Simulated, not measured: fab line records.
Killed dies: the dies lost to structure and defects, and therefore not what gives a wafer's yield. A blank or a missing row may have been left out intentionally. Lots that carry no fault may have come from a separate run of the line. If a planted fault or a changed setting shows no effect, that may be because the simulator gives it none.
fab line records	flow nand_harc
record lots=6	wafers=18	last_day=33
route steps=1302 shown P_GATE@207 P_CONTACT@217 END@1302
lots that met no fault: taken from a fault-free run of the same line
start_h: hours from the record's opening day to when the first of the lot's shown wafers began	wait_h: time in hours since the lot's previous step	" identical to the entry in the row above	L1.1+2: one row covering several wafers at once	- either no value or no given start	* or withheld: withheld	< > ~ a bound
route shown NAME@n: a module of which the file shows steps, and the number in the route of the first	usual: mean/standard deviation taken from wafers without a fault	same: alike in all rows	chamber/n: place in a boat	sites: readings site by site	_std_site: their standard deviation	_edge_site: outer sites' mean less inner sites'	radius_mm: for every site, how far away it sits from the centre of the wafer	mask NAME#n: copy n	behind: the last tool/chamber to shape the wafer	hold: the reason the lot was held/the length of the hold in hours/how it ended	device: which transistor (n, p or np) failed to switch	end of line: the same wafers' tests at the end of the route	a step with no rows: only its recipe	killed: the dies lost at the first sort to structure and to defects; this is not the yield of the wafer	map: per-die view of a wafer (x killed, . not killed, _ where there is no die)
set.NAME: the setting that was run; set.NAME@STEP: the one run at that earlier step	model.NAME: the simulator's own value behind a step, which no gauge read
certain route steps with their lots: each step a table, each wafer a row
services: when a tool's chamber went out of use (start_h, in hours from the record's first day, below 0 if earlier), for how many hours, and the reason
## steps
# step NHARC_P_GATE_RTA_64
# recipe temp_c=1050	time_s=1
# usual lamp_power_pct=31.5/0.35	lamp_zone_7_pct=31.9/0.36	wafer_temp_C_max=1058.2/1.3
lot.wafer	tool	chamber	start_h	wait_h	lamp_power_pct	lamp_zone_7_pct	wafer_temp_C_max
L911.1	rtp_anneal-01	0	182.18	-	31.8	32.2	1056.7
L911.3	"	0	"	"	31.8	32.2	1057.7
L911.5	"	0	"	"	31.8	32.2	1059.4
L917.3	rtp_anneal-02	0	232.17	-	31.1	31.5	1055.9
L917.4	"	0	"	"	31.1	31.5	1058.2
L917.6	"	0	"	"	31.1	31.5	1056.5
L920.4	rtp_anneal-02	0	259.28	-	31.1	31.5	1057.5
L920.5	"	0	"	"	31.1	31.5	1057.9
L920.6	"	0	"	"	31.1	31.4	1057.6
L919.1	rtp_anneal-01	0	259.43	-	31.9	32.2	1059.7
L919.3	"	0	"	"	31.8	32.2	1056.6
L919.4	"	0	"	"	31.8	32.2	1058.9
L923.2	rtp_anneal-02	0	300.13	-	31.2	31.5	1058.3
L923.3	"	0	"	"	31.1	31.5	1058.7
L923.4	"	0	"	"	31.2	31.5	1057.1
L928.2	rtp_anneal-02	0	344.72	-	31.1	31.5	1059.2
L928.4	"	0	"	"	31.1	31.5	1057.7
L928.5	"	0	"	"	31.1	31.5	1056.7
# step NHARC_P_GATE_ETCH_77
# recipe target_depth_a=60	chemistry=dHF	material=SiO2
# step NHARC_P_GATE_DEGAS_109
# recipe temp_c=300	time_s=60
# step NHARC_P_GATE_PRE_CLEAN_110
# recipe time_s=30	bias_v=200	gas=Ar
# step NHARC_P_GATE_SPUTTER_78
# recipe target_thk_a=100	material=Ni
# step NHARC_P_GATE_SPUTTER_79
# recipe target_thk_a=100	material=TiN
# step NHARC_P_GATE_RTA_80
# recipe temp_c=300	time_s=30
# usual wafer_temp_C_max=302.4/0.41
lot.wafer	tool	chamber	start_h	wait_h	wafer_temp_C_max
L911.1	rtp_anneal-01	0	182.78	-	302.3
L911.3	"	0	"	"	302.5
L911.5	"	0	"	"	303.0
L917.3	rtp_anneal-02	0	232.77	-	302.3
L917.4	"	0	"	"	302.1
L917.6	"	0	"	"	302.2
L920.4	rtp_anneal-02	0	259.88	-	302.1
L920.5	"	0	"	"	302.6
L920.6	"	0	"	"	302.4
L919.1	rtp_anneal-01	0	260.03	-	302.9
L919.3	"	0	"	"	302.0
L919.4	"	0	"	"	303.6
L923.2	rtp_anneal-01	0	300.73	-	302.5
L923.3	"	0	"	"	302.4
L923.4	"	0	"	"	302.1
L928.2	rtp_anneal-02	0	345.32	-	303.0
L928.4	"	0	"	"	302.1
L928.5	"	0	"	"	302.4
# step NHARC_P_GATE_STRIP_67
# recipe time_s=600	temp_c=130	chemistry=SPM
# step NHARC_P_GATE_RTA_82
# recipe temp_c=450	time_s=30
# usual lamp_power_pct=3.69/0.041	lamp_zone_7_pct=3.88/0.043	wafer_temp_C_max=453.5/0.67
lot.wafer	tool	chamber	start_h	wait_h	lamp_power_pct	lamp_zone_7_pct	wafer_temp_C_max
L911.1	rtp_anneal-01	0	183.24	-	3.72	3.92	452.0
L911.3	"	0	"	"	3.72	3.93	454.5
L911.5	"	0	"	"	3.72	3.92	453.3
L917.3	rtp_anneal-01	0	233.24	-	3.73	3.92	453.0
L917.4	"	0	"	"	3.72	3.92	453.6
L917.6	"	0	"	"	3.72	3.92	453.3
L920.4	rtp_anneal-02	0	260.34	-	3.64	3.84	454.5
L920.5	"	0	"	"	3.64	3.83	452.6
L920.6	"	0	"	"	3.64	3.83	454.4
L919.1	rtp_anneal-01	0	260.49	-	3.72	3.92	454.5
L919.3	"	0	"	"	3.72	3.92	454.1
L919.4	"	0	"	"	3.72	3.91	453.2
L923.2	rtp_anneal-01	0	301.18	-	3.73	3.92	454.2
L923.3	"	0	"	"	3.72	3.92	453.1
L923.4	"	0	"	"	3.72	3.92	454.0
L928.2	rtp_anneal-01	0	345.81	-	3.72	3.92	453.6
L928.4	"	0	"	"	3.72	3.92	452.7
L928.5	"	0	"	"	3.73	3.92	453.4
# step NHARC_P_GATE_INSPECT_68
# usual raw_defect_count=199/76
lot.wafer	tool	chamber	start_h	wait_h	raw_defect_count
L911.1	defect_inspect-02	-	183.44	0.2	239
L911.3	"	-	"	"	234
L911.5	"	-	"	"	272
L917.3	defect_inspect-02	-	233.38	0.1	111
L917.4	"	-	"	"	127
L917.6	"	-	"	"	199
L920.4	defect_inspect-02	-	260.46	0.1	196
L920.5	"	-	"	"	207
L920.6	"	-	"	"	209
L919.1	defect_inspect-01	-	260.68	0.2	112
L919.3	"	-	"	"	150
L919.4	"	-	"	"	126
L923.2	defect_inspect-01	-	301.35	0.1	249
L923.3	"	-	"	"	124
L923.4	"	-	"	"	128
L928.2	defect_inspect-01	-	346.12	0.3	186
L928.4	"	-	"	"	115
L928.5	"	-	"	"	155
# step NHARC_P_CONTACT_DEP_30
# recipe target_thk_a=300	temp_c=400	target_thk_nm=30	flow_sccm=200	rf_w=450	material=SiNx
# usual heater_power_w=730/110
lot.wafer	tool	chamber	start_h	wait_h	heater_power_w
L911.1	pecvd-02	2	183.54	0.1	711
L911.3	"	0	"	"	771
L911.5	"	0	"	"	756
L917.3	pecvd-03	0	233.44	0.1	845
L917.4	"	0	"	"	822
L917.6	"	2	"	"	771
L920.6	pecvd-02	2	260.64	0.2	607
L920.4	"	0	"	"	687
L920.5	"	1	"	"	916
L919.1	pecvd-04	2	260.79	0.1	805
L919.3	"	0	"	"	798
L919.4	"	1	"	"	612
L923.2	pecvd-03	0	301.46	0.1	808
L923.3	"	1	"	"	542
L923.4	"	1	"	"	517
L928.2	pecvd-04	0	346.26	0.1	794
L928.5	"	1	"	"	694
L928.4	"	2	"	"	966
# step NHARC_P_CONTACT_DEP_00
# recipe target_thk_a=5000	temp_c=400	pressure_torr=6.5	rf_w=900	teos_flow_sccm=161.4	flow_sccm=2650	target_thk_nm=500	gas=O2	material=SiO2
# usual heater_power_w=578/100	throttle_valve_pct=16.2/0.6
lot.wafer	tool	chamber	start_h	wait_h	heater_power_w	throttle_valve_pct
L911.1	pecvd-02	2	-	-	480	16.7
L911.3	"	0	"	"	564	16.1
L911.5	"	0	"	"	603	15.7
L917.3	pecvd-03	0	-	-	598	15.6
L917.4	"	0	"	"	615	15.2
L917.6	"	2	"	"	659	16.8
L920.6	pecvd-02	2	-	-	449	16.5
L920.4	"	0	"	"	521	15.7
L920.5	"	1	"	"	674	15.2
L919.1	pecvd-04	2	-	-	599	16.3
L919.3	"	0	"	"	641	16.8
L919.4	"	1	"	"	542	16.0
L923.2	pecvd-03	0	-	-	666	15.3
L923.3	"	1	"	"	438	16.9
L923.4	"	1	"	"	313	16.8
L928.2	pecvd-04	0	-	-	548	16.3
L928.5	"	1	"	"	432	15.9
L928.4	"	2	"	"	720	16.1
# step NHARC_P_CONTACT_CMP_01
# recipe target_thk_nm=200	material=SiO2
# usual edge_zone_pressure_frac=1.001/0.0055	motor_current_A=12.3/0.94	slurry_filter_dp_kPa=13.50/0.15
lot.wafer	tool	chamber	start_h	wait_h	edge_zone_pressure_frac	motor_current_A	slurry_filter_dp_kPa
L911.3	cmp-02	0	184.22	-	0.994	11.5	13.48
L911.1	"	1	"	"	1.008	13.2	13.35
L911.5	"	0	"	"	1.001	13.5	13.48
L917.3	cmp-03	3	234.21	-	1.009	10.5	13.40
L917.4	"	0	"	"	0.999	13.0	13.40
L917.6	"	2	"	"	0.996	13.1	13.35
L920.4	cmp-03	0	261.26	-	-	-	-
L920.5	"	3	"	"	-	-	-
L920.6	"	0	"	"	-	-	-
L919.1	cmp-02	3	261.46	-	-	-	-
L919.3	"	0	"	"	-	-	-
L919.4	"	2	"	"	-	-	-
L923.2	cmp-03	2	302.13	-	0.998	12.0	13.30
L923.4	"	0	"	"	1.004	13.8	13.31
L923.3	"	1	"	"	1.004	11.8	13.60
L928.4	cmp-01	0	346.93	-	1.000	11.1	13.41
L928.2	"	2	"	"	1.000	12.8	13.36
L928.5	"	0	"	"	1.002	11.0	13.41
# step NHARC_END_SORT_01
# recipe temp_c=25
# usual killed_at_array=53/19	killed_at_other=0.8/1.2	killed_at_periphery=3.7/2.3	killed_dies=57/19	killed_open=3.2/1.7	killed_short=2.6/1.8
# same gross_dies=677
lot.wafer	tool	chamber	start_h	wait_h	killed_at_array	killed_at_other	killed_at_periphery	killed_dies	killed_open	killed_short
L920.4	prober-02	0	719.19	3.5	92	0	585	677	4	4
L920.5	prober-02	0	720.01	3.8	87	0	590	677	1	3
L920.6	prober-02	0	720.83	4.1	65	1	611	677	4	1
L919.1	prober-01	0	724.43	2.5	21	0	656	677	2	1
L919.3	prober-01	0	726.02	3.1	15	1	661	677	4	2
L919.4	prober-01	0	726.81	3.4	34	0	643	677	2	1
# killed by level:class
L920.4 P_CONTACT:area_cmp=581 A_CHANNEL_HOLE_D1:chamber_film_flake=32 A_SLIT:chamber_film_flake=26 A_CHANNEL_HOLE_D2:chamber_film_flake=22 P_CONTACT:chamber_film_flake=3 A_ONON_D1:geometric_particle:open=2 A_STAIRCASE:chamber_film_flake=2 P_GATE:geometric_particle:short=1
L920.5 P_CONTACT:area_cmp=586 A_CHANNEL_HOLE_D1:chamber_film_flake=34 A_SLIT:chamber_film_flake=27 A_CHANNEL_HOLE_D2:chamber_film_flake=16 A_DECK1_JOINT:chamber_film_flake=4 A_STAIRCASE:chamber_film_flake=3 P_CONTACT:chamber_film_flake=2 P_GATE:geometric_particle:open=1
L920.6 P_CONTACT:area_cmp=611 A_SLIT:chamber_film_flake=30 A_CHANNEL_HOLE_D1:chamber_film_flake=15 A_CHANNEL_HOLE_D2:chamber_film_flake=12 A_SGD_CUT:chamber_film_flake=2 A_ONON_D1:geometric_particle:open=1 A_DECK1_JOINT:geometric_particle:open=1 A_CHANNEL_HOLE_D2:geometric_particle:short=1
L919.1 P_CONTACT:area_cmp=653 A_CONTACT:chamber_film_flake=6 A_CHANNEL_HOLE_D1:chamber_film_flake=3 A_STAIRCASE:chamber_film_flake=3 A_SLIT:chamber_film_flake=3 P_M0:chamber_film_flake=2 A_WL_FILL:chamber_film_flake=2 P_M0:geometric_particle:open=1
L919.3 P_CONTACT:area_cmp=655 A_CHANNEL_HOLE_D1:chamber_film_flake=4 P_ZERO_WELL:chamber_film_flake=3 A_M0:geometric_particle:open=2 P_STI:chamber_film_flake=2 A_SLIT:chamber_film_flake=2 A_CONTACT:chamber_film_flake=2 P_STI:geometric_particle:short=1
L919.4 P_CONTACT:area_cmp=640 A_CHANNEL_HOLE_D1:chamber_film_flake=15 A_CONTACT:chamber_film_flake=7 A_STAIRCASE:chamber_film_flake=4 A_DECK1_JOINT:chamber_film_flake=2 A_SLIT:chamber_film_flake=2 P_GATE:geometric_particle:open=1 A_ONON_D2:geometric_particle:open=1
# map L919.1 (x killed, . not)
____________x____________
_________xxxxxxx_________
_______xxxxxxxxxxx_______
______xxxxxxxxxxxxx______
_____xxxxxxxxxxxxxxx_____
____xxxxxxxxxxxxxxxxx____
____xxxxxxxxxxxxxxxxx____
___xxxxxxxxxxxxxxxxxxx___
___xxxxxxxxxxxxxxxxxxx___
__xxxxxxxxxxxxxxxxxxxxx__
__xxxxxxxxxxxxxxxxxxxxx__
_xxxxxxxxxxxxxxxxxxxxxxx_
_xxxxxxxxxxxxxxxxxxxxxxx_
_xxxxxxxxxxxxxxxxxxxxxxx_
_xxxxxxxxxxxxxxxxxxxxxxx_
_xxxxxxxxxxxxxxxxxxxxxxx_
xxxxxxxxxxxxxxxxxxxxxxxxx
xxxxxxxxxxxxxxxxxxxxxxxxx
xxxxxxxxxxxxxxxxxxxxxxxxx
xxxxxxxxxxxxxxxxxxxxxxxxx
xxxxxxxxxxxxxxxxxxxxxxxxx
_xxxxxxxxxxxxxxxxxxxxxxx_
_xxxxxxxxxxxxxxxxxxxxxxx_
_xxxxxxxxxxxxxxxxxxxxxxx_
_xxxxxxxxxxxxxxxxxxxxxxx_
_xxxxxxxxxxxxxxxxxxxxxxx_
__xxxxxxxxxxxxxxxxxxxxx__
__xxxxxxxxxxxxxxxxxxxxx__
___xxxxxxxxxxxxxxxxxxx___
___xxxxxxxxxxxxxxxxxxx___
____xxxxxxxxxxxxxxxxx____
____xxxxxxxxxxxxxxxxx____
_____xxxxxxxxxxxxxxx_____
______xxxxxxxxxxxxx______
_______xxxxxxxxxxx_______
_________xxxxxxx_________
____________x____________
# map L920.4 (x killed, . not)
____________x____________
_________xxxxxxx_________
_______xxxxxxxxxxx_______
______xxxxxxxxxxxxx______
_____xxxxxxxxxxxxxxx_____
____xxxxxxxxxxxxxxxxx____
____xxxxxxxxxxxxxxxxx____
___xxxxxxxxxxxxxxxxxxx___
___xxxxxxxxxxxxxxxxxxx___
__xxxxxxxxxxxxxxxxxxxxx__
__xxxxxxxxxxxxxxxxxxxxx__
_xxxxxxxxxxxxxxxxxxxxxxx_
_xxxxxxxxxxxxxxxxxxxxxxx_
_xxxxxxxxxxxxxxxxxxxxxxx_
_xxxxxxxxxxxxxxxxxxxxxxx_
_xxxxxxxxxxxxxxxxxxxxxxx_
xxxxxxxxxxxxxxxxxxxxxxxxx
xxxxxxxxxxxxxxxxxxxxxxxxx
xxxxxxxxxxxxxxxxxxxxxxxxx
xxxxxxxxxxxxxxxxxxxxxxxxx
xxxxxxxxxxxxxxxxxxxxxxxxx
_xxxxxxxxxxxxxxxxxxxxxxx_
_xxxxxxxxxxxxxxxxxxxxxxx_
_xxxxxxxxxxxxxxxxxxxxxxx_
_xxxxxxxxxxxxxxxxxxxxxxx_
_xxxxxxxxxxxxxxxxxxxxxxx_
__xxxxxxxxxxxxxxxxxxxxx__
__xxxxxxxxxxxxxxxxxxxxx__
___xxxxxxxxxxxxxxxxxxx___
___xxxxxxxxxxxxxxxxxxx___
____xxxxxxxxxxxxxxxxx____
____xxxxxxxxxxxxxxxxx____
_____xxxxxxxxxxxxxxx_____
______xxxxxxxxxxxxx______
_______xxxxxxxxxxx_______
_________xxxxxxx_________
____________x____________
## services
tool	chamber	start_h	hours	kind
cmp-03	-	165.57	4.0	pm
pecvd-03	-	185.00	13.0	pm
pecvd-03	0	185.00	23.2	vent_cycle
pecvd-03	1	185.00	23.2	vent_cycle
pecvd-03	2	185.00	23.2	vent_cycle
cmp-01	-	185.68	4.0	pm
cmp-03	-	195.10	5.8	repair
cmp-02	-	207.68	3.8	repair
pecvd-02	1	216.86	6.4	repair
pecvd-02	-	227.00	13.0	pm
pecvd-02	0	227.00	13.0	vent_cycle
pecvd-02	1	227.00	13.0	vent_cycle
cmp-02	-	232.64	4.0	pm
cmp-03	-	254.11	0.8	repair
cmp-03	-	263.57	4.0	pm
pecvd-04	-	269.31	13.0	pm
cmp-03	-	275.97	0.8	repair
cmp-01	-	277.63	1.7	repair
cmp-01	-	283.68	4.0	pm
cmp-02	-	302.85	4.0	repair
cmp-03	-	304.04	6.1	repair
cmp-01	-	318.22	0.6	repair
pecvd-04	-	321.99	1.5	repair
cmp-02	-	330.64	4.0	pm
## key
first_sign step=NHARC_P_CONTACT_CMP_01	reading=tool_record	direction=missing
effect step=NHARC_END_SORT_01	reading=killed_at_periphery	direction=up	sigmas=99+	usual=3.7	struck=624.3
more_kills_born_at NHARC_P_CONTACT_CMP_01@cmp-02=1948	NHARC_P_CONTACT_CMP_01@cmp-03=1778
met_at NHARC_P_CONTACT_CMP_01
struck_wafers L919.1,L919.3,L919.4,L920.4,L920.5,L920.6
later_rows_left_out L919.1,L919.3,L919.4,L920.4,L920.5,L920.6
tester_left_out L919,L920
onset_between 234.21 261.26
fault kind=skipped_step_whole	tool=cmp-02,cmp-03	chamber=-	onset_h=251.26	steps=NHARC_P_CONTACT_CMP_01	scope=struck_lots_only
# tester_left_out: of these lots the tester's yield and bins aren't shown, on N5 and GAA mostly nor the transistor test; their killed dies are dies lost to structure and defects alone, not to doping, threshold or leakage, so they don't give the yield
# later_rows_left_out: the simulator's readings of these wafers behind a module that went badly wrong aren't trusted and aren't shown, but for the sort
